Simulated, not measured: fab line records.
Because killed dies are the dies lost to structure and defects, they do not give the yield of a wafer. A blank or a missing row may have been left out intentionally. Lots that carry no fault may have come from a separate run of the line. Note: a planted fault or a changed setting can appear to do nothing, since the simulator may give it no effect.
What tool caused it? | flow nand harc | 42 wafers sampled from 14 lots at 1 step of a route of 1159

WHAT THE GAUGES SHOWED, per wafer
NHARC_P_STI_OVL_MEAS_10. Usual: overlay x nm 0 nm, standard deviation 6.4; overlay y nm 1 nm, standard deviation 6.
lot  | measured    | on         | overlay x nm (nm) | overlay y nm (nm) | flag
L228 | day 2 11:10 | overlay-02 | -3 -4 -3          | -5 -5 -4          |
L229 | day 2 19:57 | overlay-02 | 3 4 3             | 10 10 10          |
L230 | day 2 20:07 | overlay-02 | 14 14 14          | -3 -2 -3          |
L234 | day 3 23:14 | overlay-02 | 3 3 3             | 2 3 2             |
L236 | day 4 12:02 | overlay-02 | 3 2 3             | 10 10 10          |
L238 | day 4 21:10 | overlay-02 | -3 -3 -3          | -7 -7 -8          |
L242 | day 5 22:59 | overlay-01 | -4 -5 -5          | 9 9 9             |
L243 | day 6 08:07 | overlay-01 | -6 -7 -7          | 9 9 9             |
L244 | day 6 13:56 | overlay-02 | -1 -1 -1          | 4 4 4             |
L247 | day 7 04:49 | overlay-01 | -4 -4 -3          | -1 -1 -2          |
L248 | day 7 11:23 | overlay-01 | 2 1 1             | -6 -6 -6          |
L249 | day 7 23:05 | overlay-02 | -6 -6 -7          | 6 6 6             |
L250 | day 7 23:08 | overlay-02 | -1 0 -1           | -4 -5 -5          |
L251 | day 8 07:20 | overlay-02 | -5 -5 -5          | 1 0 1             |

TOOL THAT RAN EACH LOT (tool first, then ch and the chambers of the sampled wafers, then the start)
No process step before these readings appears in the record.

WHAT THE TOOLS THEMSELVES READ (means of the sampled wafers that have a number; where no wafer has one, the mark that the record gives instead)
The record holds no such reading with a usual standard deviation.

THE ANSWER, worked out from the rows above alone
Rule: a lot is off if the mean of its wafers that have a number lies more than 3 standard deviations from the usual mean. Also off: a lot with no number at a reading for which 4 or more lots have one. Where the step has rows for the other lots, those lots are counted as sound. First the gauges in route order, then the tools' own readings, where a lot's mean is used as printed above. At the first step where some lot is off, the reading lying furthest off is the one used; lots without a number count as furthest.
None of the lots is off at any reading shown; this tells nothing.

WHAT THE SIMULATOR HAD PUT IN
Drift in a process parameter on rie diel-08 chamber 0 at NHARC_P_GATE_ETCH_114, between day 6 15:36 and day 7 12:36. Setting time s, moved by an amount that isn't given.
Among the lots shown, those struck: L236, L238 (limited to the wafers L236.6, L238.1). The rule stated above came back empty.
